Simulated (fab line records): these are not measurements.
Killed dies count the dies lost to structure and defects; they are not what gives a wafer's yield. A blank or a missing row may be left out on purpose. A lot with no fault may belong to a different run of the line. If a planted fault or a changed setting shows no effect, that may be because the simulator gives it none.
Which of the tools did it? / flow n5_finfet / 33 wafers from 11 lots sampled at 4 of the route's 1938 steps

## WHAT EACH GAUGE READ, for each wafer
N5_BEOL_M12_RS_MEAS_54: uses a four-point probe to measure.
lot=L129; measured=day 15 03:50; on=film_metro-01; M12_RS (ohm/sq)=0.0618 0.0613 0.0585
lot=L127; measured=day 15 09:29; on=film_metro-02; M12_RS (ohm/sq)=0.0608 0.0611 0.0609
lot=L136; measured=day 16 13:38; on=film_metro-01; M12_RS (ohm/sq)=0.0613 0.0571 0.0612
lot=L139; measured=day 17 10:23; on=film_metro-01; M12_RS (ohm/sq)=0.0581 0.0606 0.0585
lot=L142; measured=day 18 06:55; on=film_metro-02; M12_RS (ohm/sq)=0.0584 0.0598 0.0601
lot=L140; measured=day 18 14:00; on=film_metro-02; M12_RS (ohm/sq)=0.0586 0.0610 0.0588
lot=L145; measured=day 18 18:34; on=film_metro-02; M12_RS (ohm/sq)=0.0612 0.0616 0.0602
lot=L147; measured=day 19 18:06; on=film_metro-01; M12_RS (ohm/sq)=0.0587 0.0589 0.0595
lot=L148; measured=day 20 03:43; on=film_metro-02; M12_RS (ohm/sq)=0.0591 0.0591 0.0594
lot=L149; measured=day 20 05:19; on=film_metro-01; M12_RS (ohm/sq)=0.0583 0.0590 0.0587
lot=L150; measured=day 20 17:16; on=film_metro-01; M12_RS (ohm/sq)=0.0597 0.0611 0.0587

## WHICH TOOL RAN EACH LOT (tool, then ch and the chambers of the sampled wafers, then the start)
lot=L129; N5_BEOL_M12_PRE_CLEAN_42=pvd_sputter-01, day 15 02:28; N5_BEOL_M12_SPUTTER_43=pvd_sputter-01, day 15 02:31; N5_BEOL_M12_CMP_49=cmp-01 ch 1,2,3, day 15 03:29
lot=L127; N5_BEOL_M12_PRE_CLEAN_42=pvd_sputter-02, day 15 08:07; N5_BEOL_M12_SPUTTER_43=pvd_sputter-02, day 15 08:09; N5_BEOL_M12_CMP_49=cmp-02 ch 0,1,2, day 15 09:04
lot=L136; N5_BEOL_M12_PRE_CLEAN_42=pvd_sputter-02, day 16 12:18; N5_BEOL_M12_SPUTTER_43=pvd_sputter-02, day 16 12:20; N5_BEOL_M12_CMP_49=cmp-01 ch 0,1,2, day 16 13:13
lot=L139; N5_BEOL_M12_PRE_CLEAN_42=pvd_sputter-03, day 17 09:01; N5_BEOL_M12_SPUTTER_43=pvd_sputter-03, day 17 09:03; N5_BEOL_M12_CMP_49=cmp-04 ch 2,3, day 17 10:01
lot=L142; N5_BEOL_M12_PRE_CLEAN_42=pvd_sputter-03, day 18 05:43; N5_BEOL_M12_SPUTTER_43=pvd_sputter-03, day 18 05:46; N5_BEOL_M12_CMP_49=cmp-04 ch 0,2,3, day 18 06:29
lot=L140; N5_BEOL_M12_PRE_CLEAN_42=pvd_sputter-01, day 18 12:49; N5_BEOL_M12_SPUTTER_43=pvd_sputter-01, day 18 12:52; N5_BEOL_M12_CMP_49=cmp-02 ch 0,1,3, day 18 13:40
lot=L145; N5_BEOL_M12_PRE_CLEAN_42=pvd_sputter-01, day 18 17:12; N5_BEOL_M12_SPUTTER_43=pvd_sputter-01, day 18 17:14; N5_BEOL_M12_CMP_49=cmp-01 ch 0,3, day 18 18:09
lot=L147; N5_BEOL_M12_PRE_CLEAN_42=pvd_sputter-01, day 19 16:54; N5_BEOL_M12_SPUTTER_43=pvd_sputter-01, day 19 16:56; N5_BEOL_M12_CMP_49=cmp-01 ch 0,2,3, day 19 17:40
lot=L148; N5_BEOL_M12_PRE_CLEAN_42=pvd_sputter-03, day 20 02:30; N5_BEOL_M12_SPUTTER_43=pvd_sputter-03, day 20 02:32; N5_BEOL_M12_CMP_49=cmp-04 ch 0,2, day 20 03:18
lot=L149; N5_BEOL_M12_PRE_CLEAN_42=pvd_sputter-02, day 20 04:08; N5_BEOL_M12_SPUTTER_43=pvd_sputter-02, day 20 04:11; N5_BEOL_M12_CMP_49=cmp-02 ch 0,1,2, day 20 05:01
lot=L150; N5_BEOL_M12_PRE_CLEAN_42=pvd_sputter-01, day 20 15:31; N5_BEOL_M12_SPUTTER_43=pvd_sputter-01, day 20 15:34; N5_BEOL_M12_CMP_49=cmp-01 ch 0,2, day 20 16:53
- N5_BEOL_M12_PRE_CLEAN_42: time 30 s.
- N5_BEOL_M12_SPUTTER_43: material TaN, target thk 15 nm, time 24.19 s.
- N5_BEOL_M12_CMP_49: polishes, stops on SiOC, t overpolish 20.6 s, target thk 320 nm.

## THE ANSWER, worked out from the rows above alone
Rule: the lots themselves supply what counts as usual. The widest of any qualifying gaps counts: lots, ordered by their means at a reading, are off when they make up no more than a third of the lots, leave a main group of 4 or more, and stand apart from it by 3 or more times the standard deviation of that group's means. If all means in a main group match to the digits the tables above print for the reading, that group is not used. A lot without any number at a reading at which 4 lots or more have one is off too. The other lots that the step has rows for count as sound.
No lot is off at any reading shown: from this, nothing can be told.

## WHAT THE SIMULATOR HAD INSERTED
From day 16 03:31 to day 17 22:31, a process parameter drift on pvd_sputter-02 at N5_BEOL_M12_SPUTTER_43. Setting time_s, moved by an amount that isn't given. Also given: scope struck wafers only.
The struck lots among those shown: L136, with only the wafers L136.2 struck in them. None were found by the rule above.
